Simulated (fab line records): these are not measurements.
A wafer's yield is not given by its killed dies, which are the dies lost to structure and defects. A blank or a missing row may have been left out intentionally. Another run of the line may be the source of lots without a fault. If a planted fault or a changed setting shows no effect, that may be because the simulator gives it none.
Matching of chambers + flow n5Finfet + N5_BEOL_M1_DESCUM_16 on rieDiel-03 has 3 sister chambers
The step chemistry O2, time 7 s. 3 wafers are shown with their chamber, then 5 later ones without.

## WAFERS WITH THEIR CHAMBER
| wafer  | chamber | throttleValvePct (%) |
|--------|---------|----------------------|
| L079.3 | 0       | 20.41                |
| L080.2 | 3       | 20.78                |
| L091.1 | 2       | 20.83                |

## WAFERS WITHOUT THEIR CHAMBER
| wafer  | throttleValvePct (%) |
|--------|----------------------|
| L091.6 | 20.45                |
| L092.2 | 20.82                |
| L092.5 | 20.82                |
| L096.1 | 20.83                |
| L096.5 | 20.45                |

## EACH ONE'S CHAMBER
| wafer  | from the rows above     | in truth |
|--------|-------------------------|----------|
| L091.6 | 0                       | 0        |
| L092.2 | can't be placed: 2 or 3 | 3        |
| L092.5 | can't be placed: 2 or 3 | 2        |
| L096.1 | can't be placed: 2 or 3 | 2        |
| L096.5 | 0                       | 0        |
2 of 5 placed correctly. These rows do not allow placing 3 (true chamber among the candidates in 3). Wrongly placed: 0.
How it was worked out, from the rows above alone: a wafer's distance from a chamber is the root of the sum, over the readings, of the square of ((its reading less the chamber's mean) divided by the reading's scatter). The wafer belongs to the nearest chamber; if the next one is less than 2 further off, it can't be placed. The mean given for a chamber averages the wafers shown for that chamber. The scatter (one wafer shown for each chamber): square how far every hidden wafer sits from the nearest shown wafer, average those squares and take the square root.
